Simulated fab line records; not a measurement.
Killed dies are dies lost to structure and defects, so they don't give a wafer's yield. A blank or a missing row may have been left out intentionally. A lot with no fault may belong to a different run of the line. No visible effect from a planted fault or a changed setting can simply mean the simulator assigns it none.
Matching of chambers    flow nand harc    3 sister chambers for NHARC_A_STAIRCASE_DEP_156 on pecvd-02
The step deposits SiNx, target thk 50 nm. 20 wafers are shown with their chamber, then 10 later ones without.

== EACH WAFER AND ITS CHAMBER ==
wafer   chamber  heater power w (W)  rf fwd power W (W)
L075.2  1        608                 449.2
L075.4  0        690                 449.0
L075.6  1        617                 447.5
L078.3  0        697                 447.1
L078.4  1        675                 447.0
L078.5  1        701                 448.4
L079.2  1        702                 446.0
L079.3  1        707                 447.3
L079.5  1        689                 446.2
L086.1  1        754                 446.2
L086.2  2        890                 446.8
L086.4  0        700                 443.9
L089.1  2        836                 446.7
L089.4  0        615                 446.6
L089.5  2        840                 446.5
L093.2  0        741                 447.9
L093.3  1        717                 446.1
L093.4  2        993                 449.4
L094.4  0        682                 447.2
L094.5  1        681                 443.9

SIGNATURES (means of the wafers above)
reading         chamber 0  chamber 1  chamber 2  scatter within a chamber
heater power w  687.50     685.10     889.75     49.7
rf fwd power W  446.950    446.780    447.350    1.53
Rule: a wafer's distance from a chamber is the root of the sum, over the readings, of the square of ((its reading less the chamber's mean) divided by the reading's scatter). The wafer belongs to the nearest chamber; if the next one is less than 2 further off, it can't be placed. The scatter is the square root of a quotient: the sum, over the shown wafers, of each reading's squared deviation from its chamber's mean, divided by wafers minus chambers.

== WAFERS MISSING THEIR CHAMBER ==
wafer   heater power w (W)  rf fwd power W (W)
L094.6  1009                446.6
L095.2  744                 446.9
L095.5  900                 446.2
L095.6  725                 448.3
L097.3  613                 445.8
L097.4  995                 449.5
L097.6  623                 446.8
L096.3  910                 446.1
L096.4  644                 447.3
L096.5  908                 445.0

== THE CHAMBER EACH PASSED THROUGH ==
wafer   from the rows above           in truth
L094.6  2                             2
L095.2  can't be placed: 0 or 1 or 2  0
L095.5  2                             2
L095.6  can't be placed: 0 or 1       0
L097.3  can't be placed: 1 or 0       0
L097.4  2                             2
L097.6  can't be placed: 1 or 0       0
L096.3  2                             2
L096.4  can't be placed: 1 or 0       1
L096.5  2                             2
Placed correctly: 5 of 10. Not placeable from these rows: 5 (in 5, the candidates include the true chamber). Wrongly placed: 0.
